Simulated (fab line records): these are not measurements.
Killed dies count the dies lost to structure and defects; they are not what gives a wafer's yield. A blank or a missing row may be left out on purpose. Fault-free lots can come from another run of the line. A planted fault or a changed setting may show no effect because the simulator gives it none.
fab line records ; flow nand-harc
record: lots: 13; wafers: 37; last-day: 23
route steps=1159 shown A_STAIRCASE@550 END@1159
lots that met no fault: taken from a fault-free run of the same line
start-h: the number of hours between the record's first day and the start of the first shown wafer of the lot ; wait-h: hours from the lot's prior step to this one ; " identical to the entry in the row above ; L1.1+2: one row covering several wafers at once ; - no value, or no start was given ; * or withheld: withheld ; < > ~ a bound
route shown NAME@n: names a module that has steps shown in the file, with the first one's number in the route ; usual: mean and standard deviation over wafers with no fault ; same: alike in all rows ; chamber/n: place in a boat ; sites: readings site by site ; _std_site: standard deviation of those values ; _edge_site: inner sites' mean taken away from outer sites' mean ; radius-mm: for every site, how far away it sits from the centre of the wafer ; mask NAME#n: copy n ; behind: the tool/chamber that last shaped the wafer ; hold: the reason the lot was held/the length of the hold in hours/how it ended ; device: which transistor (n, p or np) failed to switch ; end of line: the tests these same wafers got at the end of their route ; a step without rows: its recipe alone ; killed: dies that structure and defects cost at the first sort, which is not the same as the wafer's yield ; map: shows each die of a wafer: x if killed, . if not, _ if none is there
set.NAME: the run value of the setting; set.NAME@STEP: its run value at that earlier step ; model.NAME: the simulator's own value behind a step, which no gauge read
a sample of lots followed through the steps of the route, with each step as a table and each wafer as a row
services: from which hour (start-h, from the record's first day; less than 0 if before it) a tool's chamber was out of use, for how many hours, and why
== steps ==
step: NHARC_A_STAIRCASE_TRIM_14
recipe: time-s: 211.2; o2-flow-sccm: 500; ar-flow-sccm: 0; bias-w: 0; chemistry: O2
usual: drypump-motor-current-A: 5.7/0.38; oes-product-au: 1.002/0.012; rf-vpp-V: 57.9/0.93; showerhead-plenum-p-Torr: 3.57/0.13; throttle-valve-pct: 17.036/0.009
lot.wafer;tool;chamber;start-h;wait-h;drypump-motor-current-A;oes-product-au;rf-hours-counter-h;rf-vpp-V;showerhead-plenum-p-Torr;throttle-valve-pct
L721.2;rie-diel-11;3;-;-;5.8;0.992;18;56.3;3.67;17.043
L721.4;rie-diel-11;0;-;-;5.4;1.012;17;58.5;3.71;17.034
L721.3;rie-diel-11;2;-;-;5.6;1.000;18;56.4;3.42;17.044
L722.1;rie-diel-01;0;-;-;5.4;0.997;34;56.9;3.60;17.013
L722.2;rie-diel-01;3;-;-;6.1;1.007;38;57.4;3.59;17.032
L722.6;rie-diel-01;1;-;-;5.9;1.006;-;57.7;3.34;17.033
L723.4;rie-diel-11;1;-;-;5.8;0.974;20;57.2;3.46;17.017
L723.1;rie-diel-11;2;-;-;5.6;1.012;21;57.8;3.42;17.029
L723.5;rie-diel-11;2;-;-;5.6;1.004;-;57.4;3.42;17.035
L724.3;rie-diel-01;2;-;-;5.8;1.014;40;58.4;3.71;17.030
L724.6;rie-diel-01;2;-;-;5.8;1.006;-;58.8;3.71;17.026
L724.5;rie-diel-01;3;-;-;6.1;0.999;-;59.6;3.59;17.045
L728.2;rie-diel-11;0;-;-;5.5;0.997;32;57.6;3.71;17.023
L728.6;rie-diel-11;1;-;-;5.8;0.997;-;58.5;3.45;17.018
L728.5;rie-diel-11;2;-;-;5.6;0.988;-;57.6;3.41;17.049
L727.4;rie-diel-11;1;-;-;5.8;0.989;33;57.8;3.45;17.040
L727.2;rie-diel-11;2;-;-;5.6;0.998;36;57.5;3.41;17.043
L727.5;rie-diel-11;1;-;-;5.8;0.993;-;58.8;3.45;17.025
L729.2;rie-diel-11;3;-;-;5.8;0.983;35;56.0;3.66;17.035
L729.3;rie-diel-11;0;-;-;5.4;1.006;34;58.6;3.71;17.025
L729.4;rie-diel-11;1;-;-;5.8;0.990;34;58.2;3.45;17.041
L730.1;rie-diel-01;3;-;-;6.1;1.008;54;58.8;3.58;17.044
L730.2;rie-diel-01;0;-;-;5.3;1.002;49;57.6;3.59;17.027
L730.4;rie-diel-01;2;-;-;5.8;1.002;53;57.7;3.70;17.044
L733.1;rie-diel-13;1;-;-;5.5;1.016;9;57.8;3.58;17.049
L733.4;rie-diel-13;3;-;-;5.5;1.009;7;56.9;3.44;17.037
L733.6;rie-diel-13;1;-;-;5.5;1.014;-;57.6;3.58;17.035
L732.1;rie-diel-11;1;-;-;5.8;0.998;44;58.5;3.44;17.051
L732.3;rie-diel-11;2;-;-;5.6;0.999;47;56.6;3.41;17.037
L732.6;rie-diel-11;1;-;-;5.8;0.990;-;56.4;3.44;17.048
L734.2;rie-diel-13;3;-;-;5.5;1.012;13;56.1;3.44;17.034
L734.4;rie-diel-13;0;-;-;6.7;1.027;13;58.2;3.77;17.033
L734.1;rie-diel-13;1;-;-;5.5;1.008;14;57.5;3.58;17.029
L737.2;rie-diel-13;2;-;-;5.2;1.011;18;58.1;3.56;17.035
L737.5;rie-diel-13;2;-;-;5.2;1.010;-;58.4;3.56;17.039
L738.3;rie-diel-01;3;-;-;6.1;0.989;8;58.2;3.57;17.036
L738.5;rie-diel-01;1;-;-;5.9;1.003;-;57.5;3.32;17.030
step: NHARC_A_STAIRCASE_ETCH_188
recipe: target-depth-a: 1000; time-s: 40.5; ion-energy-ev: 400; c4f8-flow-sccm: 20; o2-flow-sccm: 10; ar-flow-sccm: withheld; rf-w: 600; bias-w: 1000; chemistry: C4F8/O2
usual: oes-product-au: 0.940/0.016; rf-vpp-V: 897/4.4
lot.wafer;tool;chamber;start-h;wait-h;oes-product-au;rf-hours-counter-h;rf-vpp-V
L721.2;rie-diel-13;0;247.03;-;0.944;48;904
L721.4;rie-diel-13;1;247.03;-;0.940;48;897
L721.3;rie-diel-13;2;247.03;-;0.938;53;897
L722.2;rie-diel-11;3;252.04;-;0.943;21;901
L722.1;rie-diel-11;2;252.04;-;0.962;22;893
L722.6;rie-diel-11;0;252.04;-;0.952;-;903
L723.4;rie-diel-13;2;252.60;-;0.951;56;897
L723.1;rie-diel-13;3;252.60;-;0.937;49;895
L723.5;rie-diel-13;3;252.60;-;0.938;-;893
L724.3;rie-diel-01;2;261.66;-;0.971;42;902
L724.5;rie-diel-01;0;261.66;-;0.933;-;898
L724.6;rie-diel-01;1;261.66;-;0.953;-;888
L728.2;rie-diel-13;3;286.79;-;0.939;1;892
L728.5;rie-diel-13;1;286.79;-;0.963;-;900
L728.6;rie-diel-13;2;286.79;-;0.965;-;896
L727.4;rie-diel-01;1;288.46;-;0.923;48;890
L727.2;rie-diel-01;2;288.46;-;0.924;54;902
L727.5;rie-diel-01;1;288.46;-;0.932;-;889
L729.4;rie-diel-11;1;291.58;-;0.916;36;893
L729.3;rie-diel-11;3;291.58;-;0.907;36;900
L729.2;rie-diel-11;0;291.58;-;0.944;35;903
L730.4;rie-diel-13;1;291.70;-;0.952;3;897
L730.2;rie-diel-13;2;291.70;-;0.975;3;898
L730.1;rie-diel-13;3;291.70;-;0.966;3;892
L733.4;rie-diel-13;2;313.35;-;0.953;12;898
L733.1;rie-diel-13;1;313.35;-;0.941;11;898
L733.6;rie-diel-13;3;313.35;-;0.955;-;894
L732.3;rie-diel-13;3;321.56;-;0.930;13;893
L732.1;rie-diel-13;1;321.56;-;0.932;14;897
L732.6;rie-diel-13;0;321.56;-;0.952;-;906
L734.4;rie-diel-13;0;325.25;-;0.947;14;904
L734.1;rie-diel-13;1;325.25;-;0.934;15;899
L734.2;rie-diel-13;3;325.25;-;0.806;15;893
L737.2;rie-diel-13;1;335.81;-;0.796;19;897
L737.5;rie-diel-13;3;335.81;-;0.797;-;894
L738.3;rie-diel-13;1;346.03;-;0.941;23;898
L738.5;rie-diel-13;1;346.03;-;0.817;-;898
step: NHARC_A_STAIRCASE_TRIM_189
recipe: time-s: 211.2; o2-flow-sccm: 500; ar-flow-sccm: 0; bias-w: 0; chemistry: O2
usual: drypump-motor-current-A: 5.7/0.43; oes-product-au: 1.004/0.012; rf-vpp-V: 58.0/0.87; showerhead-plenum-p-Torr: 3.57/0.12; throttle-valve-pct: 17.033/0.0094
lot.wafer;tool;chamber;start-h;wait-h;drypump-motor-current-A;oes-product-au;rf-hours-counter-h;rf-vpp-V;showerhead-plenum-p-Torr;throttle-valve-pct
L721.2;rie-diel-13;3;-;-;5.5;0.997;47;58.5;3.45;17.055
L721.4;rie-diel-13;0;-;-;6.7;1.010;48;57.6;3.78;17.026
L721.3;rie-diel-13;1;-;-;5.5;0.993;48;58.8;3.59;17.033
L722.1;rie-diel-11;0;-;-;5.5;1.011;20;57.7;3.71;17.038
L722.2;rie-diel-11;1;-;-;5.8;0.989;21;57.3;3.46;17.034
L722.6;rie-diel-11;1;-;-;5.8;0.987;-;56.8;3.46;17.022
L723.1;rie-diel-13;2;-;-;5.2;1.018;56;57.2;3.58;17.042
L723.4;rie-diel-13;0;-;-;6.7;1.012;50;58.1;3.78;17.040
L723.5;rie-diel-13;2;-;-;5.2;1.016;-;57.5;3.58;17.039
L724.3;rie-diel-01;0;-;-;5.4;1.005;38;59.0;3.59;17.024
L724.6;rie-diel-01;3;-;-;6.1;1.007;-;56.6;3.59;17.022
L724.5;rie-diel-01;0;-;-;5.4;1.000;-;57.9;3.59;17.031
L728.2;rie-diel-13;0;-;-;6.6;1.017;1;59.4;3.78;17.042
L728.5;rie-diel-13;2;-;-;5.2;1.023;-;58.7;3.57;17.026
L728.6;rie-diel-13;3;-;-;5.5;1.002;-;57.2;3.45;17.016
L727.4;rie-diel-01;2;-;-;5.8;1.011;54;58.2;3.70;17.038
L727.2;rie-diel-01;3;-;-;6.1;1.015;55;57.7;3.58;17.034
L727.5;rie-diel-01;3;-;-;6.1;1.011;-;58.0;3.58;17.024
L729.2;rie-diel-11;2;-;-;5.6;0.982;39;56.9;3.41;17.034
L729.3;rie-diel-11;0;-;-;5.5;1.010;35;59.4;3.70;17.036
L729.4;rie-diel-11;1;-;-;5.8;0.981;36;57.1;3.45;17.036
L730.4;rie-diel-13;2;-;-;5.2;1.019;3;58.3;3.57;17.038
L730.2;rie-diel-13;3;-;-;5.5;0.999;3;57.0;3.44;17.048
L730.1;rie-diel-13;0;-;-;6.7;1.004;3;60.0;3.77;17.031
L733.1;rie-diel-13;1;-;-;5.5;0.991;11;59.2;3.58;17.036
L733.4;rie-diel-13;3;-;-;5.5;1.018;11;57.9;3.44;17.032
L733.6;rie-diel-13;1;-;-;5.4;1.007;-;59.0;3.58;17.027
L732.1;rie-diel-13;2;-;-;5.2;1.011;14;58.4;3.56;17.017
L732.3;rie-diel-13;3;-;-;5.5;1.005;14;57.3;3.44;17.013
L732.6;rie-diel-13;1;-;-;5.5;0.997;-;55.9;3.58;17.023
L734.4;rie-diel-13;3;-;-;5.5;1.004;15;58.7;3.44;17.023
L734.1;rie-diel-13;0;-;-;6.7;1.023;15;59.1;3.77;17.031
L734.2;rie-diel-13;1;-;-;5.5;1.007;15;57.9;3.58;17.040
L737.2;rie-diel-13;0;-;-;6.7;1.019;19;59.2;3.76;17.028
L737.5;rie-diel-13;0;-;-;6.7;1.021;-;58.5;3.76;17.037
L738.3;rie-diel-13;2;-;-;5.2;1.028;24;58.9;3.56;17.054
L738.5;rie-diel-13;3;-;-;5.4;0.994;-;57.0;3.43;17.045
step: NHARC_A_STAIRCASE_TRIM_198
recipe: time-s: 211.2; o2-flow-sccm: 500; ar-flow-sccm: 0; bias-w: 0; chemistry: O2
usual: drypump-motor-current-A: 5.7/0.41; oes-product-au: 1.003/0.013; rf-vpp-V: 57.9/0.88; showerhead-plenum-p-Torr: 3.56/0.13; throttle-valve-pct: 17.037/0.0097
lot.wafer;tool;chamber;start-h;wait-h;drypump-motor-current-A;oes-product-au;rf-hours-counter-h;rf-vpp-V;showerhead-plenum-p-Torr;throttle-valve-pct
L721.2;rie-diel-13;3;-;-;5.5;1.005;47;58.1;3.45;17.045
L721.3;rie-diel-13;0;-;-;6.6;1.014;48;58.3;3.78;17.027
L721.4;rie-diel-13;1;-;-;5.5;1.004;48;58.2;3.59;17.052
L722.2;rie-diel-11;3;-;-;5.8;0.982;22;58.3;3.67;17.032
L722.1;rie-diel-11;0;-;-;5.4;1.003;20;59.1;3.71;17.038
L722.6;rie-diel-11;3;-;-;5.8;0.998;-;58.3;3.66;17.043
L723.1;rie-diel-13;2;-;-;5.2;1.007;56;57.9;3.58;17.018
L723.4;rie-diel-13;1;-;-;5.5;0.990;50;57.6;3.59;17.026
L723.5;rie-diel-13;2;-;-;5.2;1.017;-;58.8;3.58;17.041
L724.3;rie-diel-11;3;-;-;5.8;0.994;24;58.0;3.66;17.045
L724.5;rie-diel-11;0;-;-;5.4;1.001;-;57.8;3.71;17.035
L724.6;rie-diel-11;2;-;-;5.6;1.017;-;57.3;3.42;17.036
L728.2;rie-diel-01;3;-;-;6.1;1.014;54;58.1;3.58;17.029
L728.5;rie-diel-01;3;-;-;6.1;1.007;-;57.3;3.58;17.051
L728.6;rie-diel-01;0;-;-;5.4;0.991;-;58.6;3.59;17.027
L727.4;rie-diel-13;0;-;-;6.7;1.016;2;59.1;3.77;17.040
L727.2;rie-diel-13;1;-;-;5.5;1.001;2;58.8;3.59;17.034
L727.5;rie-diel-13;0;-;-;6.6;1.008;-;57.2;3.77;17.022
L730.1;rie-diel-11;2;-;-;5.6;0.993;40;57.1;3.41;17.047
L730.4;rie-diel-11;3;-;-;5.8;0.976;37;57.7;3.66;17.014
L730.2;rie-diel-11;0;-;-;5.5;0.996;36;57.9;3.70;17.026
L729.2;rie-diel-13;3;-;-;5.5;1.001;4;57.7;3.44;17.029
L729.4;rie-diel-13;0;-;-;6.7;1.022;4;59.1;3.77;17.050
L729.3;rie-diel-13;2;-;-;5.2;1.018;4;58.1;3.57;17.033
L733.4;rie-diel-11;0;-;-;5.4;1.003;43;58.1;3.70;17.047
L733.1;rie-diel-11;3;-;-;5.8;0.980;44;58.2;3.65;17.038
L733.6;rie-diel-11;0;-;-;5.4;1.000;-;57.8;3.70;17.044
L732.3;rie-diel-13;0;-;-;6.7;1.025;14;58.8;3.77;17.039
L732.1;rie-diel-13;2;-;-;5.2;1.022;15;57.1;3.56;17.025
L732.6;rie-diel-13;0;-;-;6.7;1.014;-;58.1;3.77;17.036
L734.1;rie-diel-11;0;-;-;5.4;1.017;47;58.6;3.70;17.031
L734.2;rie-diel-11;1;-;-;5.8;0.990;47;56.7;3.44;17.048
L734.4;rie-diel-11;2;-;-;5.6;0.997;50;58.3;3.40;17.029
L737.2;rie-diel-01;3;-;-;6.1;0.987;7;57.4;3.58;17.044
L737.5;rie-diel-01;1;-;-;5.9;1.009;-;55.9;3.32;17.042
L738.3;rie-diel-01;3;-;-;6.1;0.989;10;56.9;3.57;17.051
L738.5;rie-diel-01;0;-;-;5.4;0.993;-;57.9;3.57;17.034
step: NHARC_END_SORT_01
recipe: temp-c: 25
usual: killed-at-array: 27/9.9; killed-at-other: 0.5/0.76; killed-at-periphery: 3.4/2.2; killed-dies: 31/10; killed-open: 3.3/2; killed-short: 2.0/1.5
same: gross-dies: 677
lot.wafer;tool;chamber;start-h;wait-h;killed-at-array;killed-at-other;killed-at-periphery;killed-dies;killed-open;killed-short
L734.1;prober-02;0;517.54;2.5;30;0;1;31;1;1
L734.2;prober-02;0;518.34;2.8;233;1;1;235;2;3
L734.4;prober-02;0;519.94;3.4;32;0;2;34;2;3
killed by level:class
L734.1 A_CHANNEL_HOLE_D1:chamber-film-flake=21 A_STAIRCASE:chamber-film-flake=3 A_CONTACT:chamber-film-flake=3 A_SGD_CUT:geometric-particle:short=1 A_SGD_CUT:geometric-particle:open=1 P_GATE:chamber-film-flake=1 A_WL_FILL:chamber-film-flake=1
L734.2 A_STAIRCASE:area-etch=197 A_CHANNEL_HOLE_D1:chamber-film-flake=24 A_CONTACT:chamber-film-flake=5 A_CONTACT:geometric-particle:open=2 A_SGD_CUT:geometric-particle:short=1 A_CONTACT:geometric-particle:short=1 P_BONDPAD:chamber-film-flake=1 STARTING-WAFER:geometric-particle:short=1
L734.4 A_CHANNEL_HOLE_D1:chamber-film-flake=22 A_WL_FILL:geometric-particle:short=2 A_CONTACT:chamber-film-flake=2 A_SOURCE_PLATE:geometric-particle:open=1 A_CONTACT:geometric-particle:short=1 A_M1:geometric-particle:open=1 P_ZERO_WELL:chamber-film-flake=1 P_GATE:chamber-film-flake=1
== services ==
tool;chamber;start-h;hours;kind
rie-diel-13;0;232.08;-;clean
rie-diel-13;1;232.08;-;clean
rie-diel-13;2;232.08;-;clean
rie-diel-13;3;232.08;-;clean
rie-diel-13;0;256.58;-;clean
rie-diel-13;1;256.58;-;clean
rie-diel-13;2;256.58;-;clean
rie-diel-13;3;256.58;-;clean
rie-diel-13;-;276.27;9.0;pm
rie-diel-13;0;276.27;9.0;vent-cycle
rie-diel-13;1;276.27;9.0;vent-cycle
rie-diel-13;2;276.27;9.0;vent-cycle
rie-diel-13;3;276.27;9.0;vent-cycle
rie-diel-13;0;285.27;-;clean
rie-diel-13;1;285.27;-;clean
rie-diel-13;1;285.27;-;consumable-replace:focus-ring
rie-diel-13;2;285.27;-;clean
rie-diel-13;3;285.27;-;clean
rie-diel-13;3;285.27;-;consumable-replace:focus-ring
rie-diel-01;2;296.42;3.8;repair
rie-diel-13;0;309.77;-;clean
rie-diel-13;1;309.77;-;clean
rie-diel-13;2;309.77;-;clean
rie-diel-01;-;314.88;9.0;pm
== key ==
first-sign: step: NHARC_A_STAIRCASE_ETCH_188; reading: oes-product-au; direction: down; sigmas: 8.5; usual: 0.940; struck: 0.804
effect: step: NHARC_END_SORT_01; reading: killed-at-array; direction: up; sigmas: 21; usual: 27; struck: 233
more-kills-born-at: NHARC_A_STAIRCASE_ETCH_188@rie-diel-13: 197
met-at NHARC_A_STAIRCASE_ETCH_188
struck-lots L734,L737,L738
struck-wafers L734.2,L737.2,L737.5,L738.5
sort-left-out L737.2,L737.5,L738.5
tester-left-out L734,L737,L738
not-acting-at NHARC_A_STAIRCASE_TRIM_14,NHARC_A_STAIRCASE_TRIM_189,NHARC_A_STAIRCASE_TRIM_198
onset-between 321.56 325.25
fault: kind: process-parameter-drift; tool: rie-diel-13; chamber: -; onset-h: 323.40; steps: NHARC_A_STAIRCASE_ETCH_188; channel: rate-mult; offset: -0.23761; shape: step; end-h: 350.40; scope: struck-wafers-only
tester-left-out: of these lots the tester's yield and bins aren't shown, on N5 and GAA mostly nor the transistor test; their killed dies are dies lost to structure and defects alone, not to doping, threshold or leakage, so they don't give the yield
sort-left-out: the simulated sort isn't trusted on such a fault, so these wafers' sort isn't shown, and their yield isn't known
